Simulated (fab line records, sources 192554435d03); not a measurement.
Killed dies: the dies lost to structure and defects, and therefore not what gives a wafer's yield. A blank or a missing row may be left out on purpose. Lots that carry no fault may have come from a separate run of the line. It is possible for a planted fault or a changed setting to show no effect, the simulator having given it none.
Split-lot study || flow n5Finfet || 21 wafers read across 4 lots, on a route 1938 steps long

ON THE SPLIT
At N5_SDB_ALD_29 (deposits SiNx, target thk 30 nm, pulse time 1 s, ald cycles 600), the setting aldCycles was moved away from the recipe's 600 on 6 of the 21 wafers read, by +5.2% to +7.3%. All remaining wafers had this setting at the recipe value.

Reading taken at the split's own step.

THE READING
SiNx_of_SDB_ALD_29.thkNm (the simulator's own value, which no gauge read), in nm, at N5_SDB_ALD_29 (deposits SiNx, target thk 30 nm, pulse time 1 s, ald cycles 600). The file does not state a usual value for it. Average 30.1 nm, standard deviation 0.18 nm, over the 15 wafers here run with the recipe.

{"wafer": "L077.1", "tool, chamber at the split": "aldSin-04, 2,3,3", "aldCycles as run": 600, "against the recipe": "recipe", "SiNx_of_SDB_ALD_29.thkNm, nm": 30.2, "against lot-mates on the recipe": "-"}
{"wafer": "L077.3", "tool, chamber at the split": "aldSin-04, 2,3,3", "aldCycles as run": 600, "against the recipe": "recipe", "SiNx_of_SDB_ALD_29.thkNm, nm": 30.2, "against lot-mates on the recipe": "-"}
{"wafer": "L077.6", "tool, chamber at the split": "aldSin-04, 2,3,3", "aldCycles as run": 600, "against the recipe": "recipe", "SiNx_of_SDB_ALD_29.thkNm, nm": 30.2, "against lot-mates on the recipe": "-"}
{"wafer": "L077.2", "tool, chamber at the split": "aldSin-04, 0,1", "aldCycles as run": 600, "against the recipe": "recipe", "SiNx_of_SDB_ALD_29.thkNm, nm": 30, "against lot-mates on the recipe": "-"}
{"wafer": "L077.4", "tool, chamber at the split": "aldSin-04, 0,1", "aldCycles as run": 600, "against the recipe": "recipe", "SiNx_of_SDB_ALD_29.thkNm, nm": 30, "against lot-mates on the recipe": "-"}
{"wafer": "L077.5", "tool, chamber at the split": "aldSin-04, 0", "aldCycles as run": 600, "against the recipe": "recipe", "SiNx_of_SDB_ALD_29.thkNm, nm": 29.8, "against lot-mates on the recipe": "-"}
{"wafer": "L083.4", "tool, chamber at the split": "aldSin-02, 1,0", "aldCycles as run": 600, "against the recipe": "recipe", "SiNx_of_SDB_ALD_29.thkNm, nm": 30.4, "against lot-mates on the recipe": "-"}
{"wafer": "L083.5", "tool, chamber at the split": "aldSin-02, 1,0", "aldCycles as run": 600, "against the recipe": "recipe", "SiNx_of_SDB_ALD_29.thkNm, nm": 30.4, "against lot-mates on the recipe": "-"}
{"wafer": "L083.6", "tool, chamber at the split": "aldSin-02, 3", "aldCycles as run": 600, "against the recipe": "recipe", "SiNx_of_SDB_ALD_29.thkNm, nm": 30, "against lot-mates on the recipe": "-"}
{"wafer": "L084.1", "tool, chamber at the split": "aldSin-04, 1,2", "aldCycles as run": 600, "against the recipe": "recipe", "SiNx_of_SDB_ALD_29.thkNm, nm": 30.2, "against lot-mates on the recipe": "-"}
{"wafer": "L084.3", "tool, chamber at the split": "aldSin-04, 1,2", "aldCycles as run": 600, "against the recipe": "recipe", "SiNx_of_SDB_ALD_29.thkNm, nm": 30.2, "against lot-mates on the recipe": "-"}
{"wafer": "L084.2", "tool, chamber at the split": "aldSin-04, 3", "aldCycles as run": 631, "against the recipe": "+5.2%", "SiNx_of_SDB_ALD_29.thkNm, nm": 31.8, "against lot-mates on the recipe": "+1.7"}
{"wafer": "L084.4", "tool, chamber at the split": "aldSin-04, 0,2", "aldCycles as run": 631, "against the recipe": "+5.2%", "SiNx_of_SDB_ALD_29.thkNm, nm": 31.6, "against lot-mates on the recipe": "+1.5"}
{"wafer": "L084.5", "tool, chamber at the split": "aldSin-04, 0,2", "aldCycles as run": 631, "against the recipe": "+5.2%", "SiNx_of_SDB_ALD_29.thkNm, nm": 31.6, "against lot-mates on the recipe": "+1.5"}
{"wafer": "L084.6", "tool, chamber at the split": "aldSin-04, 3", "aldCycles as run": 600, "against the recipe": "recipe", "SiNx_of_SDB_ALD_29.thkNm, nm": 30, "against lot-mates on the recipe": "-"}
{"wafer": "L089.1", "tool, chamber at the split": "aldSin-01, 0", "aldCycles as run": 600, "against the recipe": "recipe", "SiNx_of_SDB_ALD_29.thkNm, nm": 29.8, "against lot-mates on the recipe": "-"}
{"wafer": "L089.2", "tool, chamber at the split": "aldSin-01, 1,3", "aldCycles as run": 644, "against the recipe": "+7.3%", "SiNx_of_SDB_ALD_29.thkNm, nm": 32, "against lot-mates on the recipe": "+2.1"}
{"wafer": "L089.4", "tool, chamber at the split": "aldSin-01, 1,3", "aldCycles as run": 644, "against the recipe": "+7.3%", "SiNx_of_SDB_ALD_29.thkNm, nm": 32, "against lot-mates on the recipe": "+2.1"}
{"wafer": "L089.3", "tool, chamber at the split": "aldSin-01, 2", "aldCycles as run": 644, "against the recipe": "+7.3%", "SiNx_of_SDB_ALD_29.thkNm, nm": 32.2, "against lot-mates on the recipe": "+2.3"}
{"wafer": "L089.5", "tool, chamber at the split": "aldSin-01, 2,3", "aldCycles as run": 600, "against the recipe": "recipe", "SiNx_of_SDB_ALD_29.thkNm, nm": 30, "against lot-mates on the recipe": "-"}
{"wafer": "L089.6", "tool, chamber at the split": "aldSin-01, 2,3", "aldCycles as run": 600, "against the recipe": "recipe", "SiNx_of_SDB_ALD_29.thkNm, nm": 30, "against lot-mates on the recipe": "-"}
Rows listing several chambers each stand for several wafers; the file does not say which wafer went through which chamber.

FIT RESULTS
A straight line over all 21 wafers: SiNx_of_SDB_ALD_29.thkNm changes by +0.28 nm for each +1% of aldCycles; r = +0.98; the points scatter about the line by 0.18 nm.
The same after taking each lot's own level away (the mean of its wafers on the recipe; 21 wafers): +0.293 nm for each +1%; r = +0.99; scatter 0.14 nm.
According to that fit, moving aldCycles by its largest amount changes the reading by 2.1 nm.
Across the lots, their own levels run from 29.93 to 30.27 nm, a range of 1.9 times the standard deviation given above.
The two slopes are in agreement: the lot-to-lot level therefore moves the slope only a little.
Check: for one of the wafers moved furthest among these (+7.3%), held out of the fit, the line's prediction against its lot-mates is +2.17 nm. Against them it came out at +2.07 nm.

THESE WAFERS: OTHER SPLITS
Note: prior to the reading, these wafers also went through further splits. Each is held against what the fit with the lots' levels taken away leaves over:
{"other split on the same wafers": "N5_ZERO_LAYER_EXPOSE_08 doseMj", "wafers away from the commonest value": 6, "r with SiNx_of_SDB_ALD_29.thkNm (lot level and that fit taken away)": "+0.02"}
{"other split on the same wafers": "N5_ZERO_LAYER_DEVELOP_10 developTimeS", "wafers away from the commonest value": 6, "r with SiNx_of_SDB_ALD_29.thkNm (lot level and that fit taken away)": -0.21}
{"other split on the same wafers": "N5_ZERO_LAYER_DESCUM_16 timeS", "wafers away from the commonest value": 9, "r with SiNx_of_SDB_ALD_29.thkNm (lot level and that fit taken away)": -0.13}
{"other split on the same wafers": "N5_SD_EPI_N_PEB_07 pebTimeS", "wafers away from the commonest value": 6, "r with SiNx_of_SDB_ALD_29.thkNm (lot level and that fit taken away)": -0.05}
{"other split on the same wafers": "N5_SDB_CUT_ETCH_26 icpW", "wafers away from the commonest value": 6, "r with SiNx_of_SDB_ALD_29.thkNm (lot level and that fit taken away)": -0.18}

FILE'S OWN FIT
SiNx_of_SDB_ALD_29.thkNm changes by +0.293 nm for each +1% of aldCycles, r = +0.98.
